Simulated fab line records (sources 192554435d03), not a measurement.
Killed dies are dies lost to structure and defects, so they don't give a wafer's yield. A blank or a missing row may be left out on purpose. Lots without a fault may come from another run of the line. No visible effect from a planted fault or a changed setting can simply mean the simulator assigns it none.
Which tool is to blame? || flow n5_finfet || Sampling: 9 lots, 26 wafers, 9 of 1938 route steps

== WHAT EACH GAUGE READ, for each wafer ==
N5_DUMMY_GATE_OVL_MEAS_16. Usual: GATE_OVL gives -0.1 nm (standard deviation 0.68).
{"lot": "L964", "measured": "day 3 17:29", "on": "overlay-01", "GATE_OVL (nm)": "-1.1 -0.8 -0.9", "flag": ""}
{"lot": "L969", "measured": "day 4 21:34", "on": "overlay-01", "GATE_OVL (nm)": "0.0 0.4 0.3", "flag": ""}
{"lot": "L971", "measured": "day 5 12:16", "on": "overlay-02", "GATE_OVL (nm)": "0.2 0.4 1.1", "flag": ""}
{"lot": "L972", "measured": "day 5 17:55", "on": "overlay-01", "GATE_OVL (nm)": "0.9 0.9 0.8", "flag": ""}
{"lot": "L977", "measured": "day 6 22:25", "on": "overlay-01", "GATE_OVL (nm)": "0.4 0.4 0.2", "flag": ""}
{"lot": "L981", "measured": "day 8 02:19", "on": "overlay-01", "GATE_OVL (nm)": "-1.4 -0.9 -0.5", "flag": ""}
{"lot": "L982", "measured": "day 8 03:58", "on": "overlay-01", "GATE_OVL (nm)": "-1.3 -0.6 -1.4", "flag": ""}
{"lot": "L983", "measured": "day 8 11:41", "on": "overlay-01", "GATE_OVL (nm)": "0.8 -0.3 0.7", "flag": ""}
{"lot": "L984", "measured": "day 8 18:10", "on": "overlay-01", "GATE_OVL (nm)": "0.1 -0.4", "flag": ""}

N5_DUMMY_GATE_INSPECT_17: inspects for defects (brightfield). Usual: raw_defect_count reads 200 (standard deviation 58).
{"lot": "L964", "measured": "day 3 17:32", "on": "defect_inspect-01", "raw_defect_count": "131 163 131", "flag": ""}
{"lot": "L969", "measured": "day 4 21:38", "on": "defect_inspect-02", "raw_defect_count": "195 194 220", "flag": ""}
{"lot": "L971", "measured": "day 5 12:20", "on": "defect_inspect-01", "raw_defect_count": "229 271 273", "flag": ""}
{"lot": "L972", "measured": "day 5 17:58", "on": "defect_inspect-01", "raw_defect_count": "264 388 298", "flag": ""}
{"lot": "L977", "measured": "day 6 22:28", "on": "defect_inspect-02", "raw_defect_count": "421 388 420", "flag": "OFF"}
{"lot": "L981", "measured": "day 8 02:22", "on": "defect_inspect-01", "raw_defect_count": "522 584 625", "flag": "OFF"}
{"lot": "L982", "measured": "day 8 04:01", "on": "defect_inspect-01", "raw_defect_count": "507 436 554", "flag": "OFF"}
{"lot": "L983", "measured": "day 8 11:44", "on": "defect_inspect-01", "raw_defect_count": "230 222 205", "flag": ""}
{"lot": "L984", "measured": "day 8 18:13", "on": "defect_inspect-01", "raw_defect_count": "148 161", "flag": ""}

N5_DUMMY_GATE_CD_MEAS_50: target cd 14 nm. Usual: cd_nm reads 14.1 nm (standard deviation 0.32).
{"lot": "L964", "measured": "day 3 17:56", "on": "cd_sem-01", "cd_nm (nm)": "14.2 14.0 14.1", "flag": ""}
{"lot": "L969", "measured": "day 4 22:06", "on": "cd_sem-02", "cd_nm (nm)": "13.9 13.8 13.8", "flag": ""}
{"lot": "L971", "measured": "day 5 12:44", "on": "cd_sem-03", "cd_nm (nm)": "14.3 14.3 13.9", "flag": ""}
{"lot": "L972", "measured": "day 5 18:22", "on": "cd_sem-03", "cd_nm (nm)": "14.3 14.2 14.4", "flag": ""}
{"lot": "L977", "measured": "day 6 23:02", "on": "cd_sem-02", "cd_nm (nm)": "13.8 14.3 13.5", "flag": ""}
{"lot": "L981", "measured": "day 8 02:47", "on": "cd_sem-03", "cd_nm (nm)": "13.8 14.1 14.0", "flag": ""}
{"lot": "L982", "measured": "day 8 04:31", "on": "cd_sem-03", "cd_nm (nm)": "13.7 14.3 14.8", "flag": ""}
{"lot": "L983", "measured": "day 8 13:20", "on": "cd_sem-01", "cd_nm (nm)": "13.9 14.1 14.0", "flag": ""}
{"lot": "L984", "measured": "day 8 19:59", "on": "cd_sem-01", "cd_nm (nm)": "13.8 13.9", "flag": ""}

N5_DUMMY_GATE_INSPECT_27: inspects for defects (brightfield). Usual: raw_defect_count reads 306 (standard deviation 77).
{"lot": "L964", "measured": "day 3 18:43", "on": "defect_inspect-01", "raw_defect_count": "216 297 185", "flag": ""}
{"lot": "L969", "measured": "day 4 23:16", "on": "defect_inspect-01", "raw_defect_count": "303 328 422", "flag": ""}
{"lot": "L971", "measured": "day 5 13:47", "on": "defect_inspect-01", "raw_defect_count": "311 401 361", "flag": ""}
{"lot": "L972", "measured": "day 5 19:09", "on": "defect_inspect-02", "raw_defect_count": "351 516 385", "flag": ""}
{"lot": "L977", "measured": "day 6 23:55", "on": "defect_inspect-01", "raw_defect_count": "519 451 513", "flag": ""}
{"lot": "L981", "measured": "day 8 03:41", "on": "defect_inspect-02", "raw_defect_count": "592 686 708", "flag": "OFF"}
{"lot": "L982", "measured": "day 8 05:17", "on": "defect_inspect-01", "raw_defect_count": "640 522 670", "flag": "OFF"}
{"lot": "L983", "measured": "day 8 14:30", "on": "defect_inspect-02", "raw_defect_count": "324 288 254", "flag": ""}
{"lot": "L984", "measured": "day 8 20:49", "on": "defect_inspect-02", "raw_defect_count": "187 199", "flag": ""}

N5_SPACER0_INSPECT_04: inspects for defects (darkfield). Usual: raw_defect_count reads 142 (standard deviation 39).
{"lot": "L964", "measured": "day 3 20:34", "on": "defect_inspect-02", "raw_defect_count": "81 114 71", "flag": ""}
{"lot": "L969", "measured": "day 4 23:52", "on": "defect_inspect-01", "raw_defect_count": "138 142 152", "flag": ""}
{"lot": "L971", "measured": "day 5 14:23", "on": "defect_inspect-02", "raw_defect_count": "130 172 132", "flag": ""}
{"lot": "L972", "measured": "day 5 20:48", "on": "defect_inspect-01", "raw_defect_count": "170 230 182", "flag": ""}
{"lot": "L977", "measured": "day 7 00:31", "on": "defect_inspect-01", "raw_defect_count": "418 401 380", "flag": "OFF"}
{"lot": "L981", "measured": "day 8 04:17", "on": "defect_inspect-01", "raw_defect_count": "444 484 493", "flag": "OFF"}
{"lot": "L982", "measured": "day 8 05:53", "on": "defect_inspect-02", "raw_defect_count": "381 380 449", "flag": "OFF"}
{"lot": "L983", "measured": "day 8 15:19", "on": "defect_inspect-01", "raw_defect_count": "172 151 135", "flag": ""}
{"lot": "L984", "measured": "day 8 22:45", "on": "defect_inspect-02", "raw_defect_count": "148 115", "flag": ""}

N5_SD_EPI_N_INSPECT_11: inspects for defects (macro). Usual: raw_defect_count reads 1.9 (standard deviation 1.4).
{"lot": "L964", "measured": "day 3 20:54", "on": "defect_inspect-01", "raw_defect_count": "4 2 2", "flag": ""}
{"lot": "L969", "measured": "day 5 00:19", "on": "defect_inspect-01", "raw_defect_count": "0 5 2", "flag": ""}
{"lot": "L971", "measured": "day 5 14:43", "on": "defect_inspect-01", "raw_defect_count": "1 0 0", "flag": ""}
{"lot": "L972", "measured": "day 5 21:15", "on": "defect_inspect-02", "raw_defect_count": "1 2 0", "flag": ""}
{"lot": "L977", "measured": "day 7 00:58", "on": "defect_inspect-02", "raw_defect_count": "291 299 282", "flag": "OFF"}
{"lot": "L981", "measured": "day 8 04:44", "on": "defect_inspect-01", "raw_defect_count": "275 266 279", "flag": "OFF"}
{"lot": "L982", "measured": "day 8 06:13", "on": "defect_inspect-02", "raw_defect_count": "276 264 300", "flag": "OFF"}
{"lot": "L983", "measured": "day 8 15:46", "on": "defect_inspect-02", "raw_defect_count": "2 1 2", "flag": ""}
{"lot": "L984", "measured": "day 8 23:13", "on": "defect_inspect-02", "raw_defect_count": "1 1", "flag": ""}

N5_BEOL_M4_RC_MEAS_101. Usual: DIBL_N 35.8 mV/V, standard deviation 1.6; DIBL_P 35.6 mV/V, standard deviation 2; IOFF_N 0.15 nA/um, standard deviation 0.031; IOFF_P 0.20 nA/um, standard deviation 0.033; ION_N 668 uA/um, standard deviation 12; ION_P 459 uA/um, standard deviation 6.8; SS_N 71.4 mV/dec, standard deviation 0.53; SS_P 73.1 mV/dec, standard deviation 0.63; VT_N 250 mV, standard deviation 3.5; VT_P -251 mV, standard deviation 3.
{"lot": "L964", "measured": "day 14 20:15", "on": "prober-02", "DIBL_N (mV/V)": "35.0 37.2 33.3", "DIBL_P (mV/V)": "34.9 37.6 33.1", "IOFF_N (nA/um)": "0.13 0.18 0.12", "IOFF_P (nA/um)": "0.16 0.21 0.15", "ION_N (uA/um)": "664 681 653", "ION_P (uA/um)": "447 462 454", "SS_N (mV/dec)": "71.4 71.7 71.0", "SS_P (mV/dec)": "72.5 73.3 72.2", "VT_N (mV)": "252 248 254", "VT_P (mV)": "-256 -254 -256", "flag": ""}
{"lot": "L969", "measured": "day 17 06:56", "on": "prober-01", "DIBL_N (mV/V)": "36.9 35.9 35.8", "DIBL_P (mV/V)": "37.6 36.5 36.0", "IOFF_N (nA/um)": "0.16 0.14 0.15", "IOFF_P (nA/um)": "0.21 0.19 0.19", "ION_N (uA/um)": "680 666 677", "ION_P (uA/um)": "470 454 464", "SS_N (mV/dec)": "71.3 71.4 71.4", "SS_P (mV/dec)": "73.9 73.9 73.5", "VT_N (mV)": "251 252 252", "VT_P (mV)": "-251 -253 -252", "flag": ""}
{"lot": "L971", "measured": "day 14 20:29", "on": "prober-01", "DIBL_N (mV/V)": "34.4 33.6 34.4", "DIBL_P (mV/V)": "34.3 33.3 34.1", "IOFF_N (nA/um)": "0.13 0.11 0.13", "IOFF_P (nA/um)": "0.19 0.17 0.18", "ION_N (uA/um)": "660 649 650", "ION_P (uA/um)": "462 458 454", "SS_N (mV/dec)": "70.7 70.8 70.7", "SS_P (mV/dec)": "73.0 72.6 72.7", "VT_N (mV)": "252 255 252", "VT_P (mV)": "-249 -253 -253", "flag": ""}
{"lot": "L972", "measured": "day 17 07:19", "on": "prober-02", "DIBL_N (mV/V)": "38.4 34.9 36.7", "DIBL_P (mV/V)": "39.6 35.3 38.1", "IOFF_N (nA/um)": "0.24 0.15 0.19", "IOFF_P (nA/um)": "0.29 0.21 0.26", "ION_N (uA/um)": "691 673 673", "ION_P (uA/um)": "467 465 469", "SS_N (mV/dec)": "72.4 71.5 71.7", "SS_P (mV/dec)": "74.2 73.4 73.8", "VT_N (mV)": "244 251 248", "VT_P (mV)": "-246 -251 -247", "flag": ""}
{"lot": "L977", "measured": "day 17 20:31", "on": "prober-01", "DIBL_N (mV/V)": "37.5 35.6 36.9", "DIBL_P (mV/V)": "37.2 34.8 36.1", "IOFF_N (nA/um)": "0.17 0.14 0.16", "IOFF_P (nA/um)": "0.22 0.19 0.21", "ION_N (uA/um)": "679 659 680", "ION_P (uA/um)": "461 454 462", "SS_N (mV/dec)": "71.5 71.2 71.5", "SS_P (mV/dec)": "73.1 73.4 73.6", "VT_N (mV)": "246 251 249", "VT_P (mV)": "-253 -250 -251", "flag": ""}
{"lot": "L981", "measured": "day 20 04:14", "on": "prober-01", "DIBL_N (mV/V)": "38.2 37.8 35.0", "DIBL_P (mV/V)": "37.8 36.4 33.0", "IOFF_N (nA/um)": "0.17 0.16 0.11", "IOFF_P (nA/um)": "0.23 0.20 0.16", "ION_N (uA/um)": "669 659 663", "ION_P (uA/um)": "455 456 457", "SS_N (mV/dec)": "72.1 72.2 71.0", "SS_P (mV/dec)": "73.5 74.3 72.4", "VT_N (mV)": "249 248 254", "VT_P (mV)": "-248 -253 -254", "flag": ""}
{"lot": "L982", "measured": "day 19 04:35", "on": "prober-01", "DIBL_N (mV/V)": "37.5 35.8 38.9", "DIBL_P (mV/V)": "36.4 35.5 38.6", "IOFF_N (nA/um)": "0.16 0.14 0.19", "IOFF_P (nA/um)": "0.21 0.20 0.24", "ION_N (uA/um)": "662 659 670", "ION_P (uA/um)": "455 462 460", "SS_N (mV/dec)": "71.3 70.8 71.8", "SS_P (mV/dec)": "73.1 73.3 73.6", "VT_N (mV)": "249 252 248", "VT_P (mV)": "-249 -251 -247", "flag": ""}
{"lot": "L983", "measured": "day 20 05:26", "on": "prober-02", "DIBL_N (mV/V)": "35.9 35.6 33.5", "DIBL_P (mV/V)": "35.3 34.6 32.1", "IOFF_N (nA/um)": "0.15 0.13 0.10", "IOFF_P (nA/um)": "0.19 0.19 0.15", "ION_N (uA/um)": "686 659 648", "ION_P (uA/um)": "472 458 450", "SS_N (mV/dec)": "71.0 71.7 71.4", "SS_P (mV/dec)": "72.7 72.8 72.0", "VT_N (mV)": "247 251 256", "VT_P (mV)": "-250 -251 -255", "flag": ""}
{"lot": "L984", "measured": "day 20 12:02", "on": "prober-01", "DIBL_N (mV/V)": "38.3 38.3", "DIBL_P (mV/V)": "39.7 39.2", "IOFF_N (nA/um)": "0.23 0.22", "IOFF_P (nA/um)": "0.28 0.27", "ION_N (uA/um)": "708 685", "ION_P (uA/um)": "480 465", "SS_N (mV/dec)": "71.9 71.4", "SS_P (mV/dec)": "73.8 74.4", "VT_N (mV)": "243 244", "VT_P (mV)": "-245 -244", "flag": ""}

== WHICH TOOL RAN EACH LOT (tool, then ch and the chambers of the sampled wafers, then the start) ==
{"lot": "L964", "N5_STI_FIN_REVEAL_OXIDATION_31": "plasma_asher-02 ch 0, day 3 06:11", "N5_DUMMY_GATE_CMP_04": "cmp-03 ch 0,1,3, day 3 10:59"}
{"lot": "L969", "N5_STI_FIN_REVEAL_OXIDATION_31": "plasma_asher-01 ch 0,1, day 4 12:25", "N5_DUMMY_GATE_CMP_04": "cmp-01 ch 0,1,2, day 4 17:04"}
{"lot": "L971", "N5_STI_FIN_REVEAL_OXIDATION_31": "plasma_asher-02 ch 0,1, day 5 01:01", "N5_DUMMY_GATE_CMP_04": "cmp-04 ch 1,2,3, day 5 07:43"}
{"lot": "L972", "N5_STI_FIN_REVEAL_OXIDATION_31": "plasma_asher-01 ch 0, day 5 06:56", "N5_DUMMY_GATE_CMP_04": "cmp-04 ch 1,2,3, day 5 13:23"}
{"lot": "L977", "N5_STI_FIN_REVEAL_OXIDATION_31": "plasma_asher-02 ch 0,1, day 6 12:32", "N5_DUMMY_GATE_CMP_04": "cmp-04 ch 2,3, day 6 17:42"}
{"lot": "L981", "N5_STI_FIN_REVEAL_OXIDATION_31": "plasma_asher-01 ch 0,1, day 7 14:08", "N5_DUMMY_GATE_CMP_04": "cmp-04 ch 0,1,2, day 7 19:43"}
{"lot": "L982", "N5_STI_FIN_REVEAL_OXIDATION_31": "plasma_asher-02 ch 0,1, day 7 18:31", "N5_DUMMY_GATE_CMP_04": "cmp-04 ch 1,2, day 7 23:23"}
{"lot": "L983", "N5_STI_FIN_REVEAL_OXIDATION_31": "plasma_asher-01 ch 0,1, day 8 02:23", "N5_DUMMY_GATE_CMP_04": "cmp-03 ch 0,1,2, day 8 07:02"}
{"lot": "L984", "N5_STI_FIN_REVEAL_OXIDATION_31": "plasma_asher-01 ch 0,1, day 8 07:51", "N5_DUMMY_GATE_CMP_04": "cmp-03 ch 0,3, day 8 12:27"}
- N5_STI_FIN_REVEAL_OXIDATION_31: chemistry O2 PLASMA REMOTE, time 20 s.
- N5_DUMMY_GATE_CMP_04: polishes a-Si.

== WHAT THE TOOLS THEMSELVES READ (means of the sampled wafers that have a number; where no wafer has one, the mark that the record gives instead) ==
N5_STI_FIN_REVEAL_OXIDATION_31. Usual: drypump_motor_current_A 5.9 A, standard deviation 0.34; heater_power_w 154 W, standard deviation 9.8.
{"lot": "L964", "tool": "plasma_asher-02", "drypump_motor_current_A (A)": 5.2, "heater_power_w (W)": 170, "flag": ""}
{"lot": "L969", "tool": "plasma_asher-01", "drypump_motor_current_A (A)": 6.0, "heater_power_w (W)": 147, "flag": ""}
{"lot": "L971", "tool": "plasma_asher-02", "drypump_motor_current_A (A)": 5.7, "heater_power_w (W)": 162, "flag": ""}
{"lot": "L972", "tool": "plasma_asher-01", "drypump_motor_current_A (A)": 6.2, "heater_power_w (W)": 147, "flag": ""}
{"lot": "L977", "tool": "plasma_asher-02", "drypump_motor_current_A (A)": 5.5, "heater_power_w (W)": 167, "flag": ""}
{"lot": "L981", "tool": "plasma_asher-01", "drypump_motor_current_A (A)": 6.1, "heater_power_w (W)": 148, "flag": ""}
{"lot": "L982", "tool": "plasma_asher-02", "drypump_motor_current_A (A)": 5.7, "heater_power_w (W)": 159, "flag": ""}
{"lot": "L983", "tool": "plasma_asher-01", "drypump_motor_current_A (A)": 6.0, "heater_power_w (W)": 144, "flag": ""}
{"lot": "L984", "tool": "plasma_asher-01", "drypump_motor_current_A (A)": 6.1, "heater_power_w (W)": 146, "flag": ""}

N5_DUMMY_GATE_CMP_04. Usual: motor_current_A 9.9 A, standard deviation 0.68; pad_life_wafers 1168, standard deviation 670; slurry_flow_ml_min 150.0, standard deviation 0.46; time_to_endpoint_s 14.3 s, standard deviation 2.5.
{"lot": "L964", "tool": "cmp-03", "motor_current_A (A)": 9.6, "pad_life_wafers": 134, "slurry_flow_ml_min": 149.7, "time_to_endpoint_s (s)": 13.4, "flag": ""}
{"lot": "L969", "tool": "cmp-01", "motor_current_A (A)": 9.7, "pad_life_wafers": 1778, "slurry_flow_ml_min": 149.5, "time_to_endpoint_s (s)": 15.1, "flag": ""}
{"lot": "L971", "tool": "cmp-04", "motor_current_A (A)": 9.5, "pad_life_wafers": 1508, "slurry_flow_ml_min": 149.9, "time_to_endpoint_s (s)": 13.8, "flag": ""}
{"lot": "L972", "tool": "cmp-04", "motor_current_A (A)": 9.6, "pad_life_wafers": 1550, "slurry_flow_ml_min": 150.3, "time_to_endpoint_s (s)": 14.1, "flag": ""}
{"lot": "L977", "tool": "cmp-04", "motor_current_A (A)": 9.7, "pad_life_wafers": 1770, "slurry_flow_ml_min": 149.9, "time_to_endpoint_s (s)": 16.5, "flag": ""}
{"lot": "L981", "tool": "cmp-04", "motor_current_A (A)": 10.0, "pad_life_wafers": 2006, "slurry_flow_ml_min": 149.8, "time_to_endpoint_s (s)": 13.1, "flag": ""}
{"lot": "L982", "tool": "cmp-04", "motor_current_A (A)": 9.2, "pad_life_wafers": 2046, "slurry_flow_ml_min": 150.3, "time_to_endpoint_s (s)": 13.9, "flag": ""}
{"lot": "L983", "tool": "cmp-03", "motor_current_A (A)": 9.6, "pad_life_wafers": 1064, "slurry_flow_ml_min": 149.4, "time_to_endpoint_s (s)": 15.6, "flag": ""}
{"lot": "L984", "tool": "cmp-03", "motor_current_A (A)": 9.9, "pad_life_wafers": 1123, "slurry_flow_ml_min": 150.2, "time_to_endpoint_s (s)": 13.7, "flag": ""}

== THE ANSWER, worked out from the rows above alone ==
Rule: a lot is off if the mean of its wafers that have a number lies more than 3 standard deviations from the usual mean. A lot without any number at a reading at which 4 lots or more have one is off too. Where the step has rows for the other lots, those lots are counted as sound. First the gauges in route order, then the tools' own readings, where a lot's mean is used as printed above. At the first step where some lot is off, the reading lying furthest off is the one used; lots without a number count as furthest.
Off, at N5_DUMMY_GATE_INSPECT_17 on raw_defect_count: L977, L981, L982.
A tool fits if, at a process step before that reading, it ran every lot that is off, and no sound lot after the first of them. Gauges at N5_DUMMY_GATE_INSPECT_17: tried the same way as those tools. One fits: cmp-04 at N5_DUMMY_GATE_CMP_04. Its last sound lot is L972 (day 5 13:23), its first lot that is off L977 (day 6 17:42): a fault that began between those two fits.

== WHAT THE SIMULATOR HAD PUT IN ==
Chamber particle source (cmp-04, N5_DUMMY_GATE_CMP_04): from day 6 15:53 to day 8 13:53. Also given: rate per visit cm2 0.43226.
Struck lots among those shown: L977, L981, L982. The rule given above showed the same thing.
